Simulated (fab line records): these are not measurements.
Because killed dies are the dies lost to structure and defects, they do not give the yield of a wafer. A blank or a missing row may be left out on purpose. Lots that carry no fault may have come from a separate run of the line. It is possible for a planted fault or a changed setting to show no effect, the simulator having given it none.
Chamber matching    flow n5-finfet    N5_FIN_SAQP_ETCH_64 on rie-si-01 has 4 sister chambers
The step etches SiO2 in CF4, target depth 1.5 nm. 8 wafers are shown with their chamber, then 7 later ones without.

== EACH WAFER AND ITS CHAMBER ==
wafer   chamber  throttle-valve-pct (%)  he-backside-leak-sccm (sccm)
L080.4  0        21.63                   3.0
L082.2  1        21.82                   2.4
L082.6  0        21.62                   3.1
L085.1  1        21.82                   2.3
L085.3  3        21.48                   2.6
L085.4  2        21.73                   2.5
L088.2  3        21.48                   2.6
L088.5  2        21.73                   2.5

== WAFERS WHOSE CHAMBER IS MISSING ==
wafer   throttle-valve-pct (%)  he-backside-leak-sccm (sccm)
L088.6  21.82                   2.3
L091.2  21.84                   2.3
L091.5  21.82                   2.2
L091.6  21.63                   3.2
L094.1  21.47                   2.7
L094.4  21.63                   3.2
L094.5  21.49                   2.6

== WHICH CHAMBER EACH ONE RAN IN ==
wafer   from the rows above  in truth
L088.6  1                    1
L091.2  1                    1
L091.5  1                    1
L091.6  0                    0
L094.1  3                    3
L094.4  0                    0
L094.5  3                    3
Correct placement for 7 of the 7. From these rows, 0 cannot be placed. Number placed wrongly: 0.
How it was worked out, from the rows above alone: a wafer's distance from a chamber is the root of the sum, over the readings, of the square of ((its reading less the chamber's mean) divided by the reading's scatter). The wafer belongs to the nearest chamber; if the next one is less than 2 further off, it can't be placed. Each chamber's mean is taken over the wafers shown for it. The scatter is the square root of a quotient: the sum, over the shown wafers, of each reading's squared deviation from its chamber's mean, divided by wafers minus chambers.
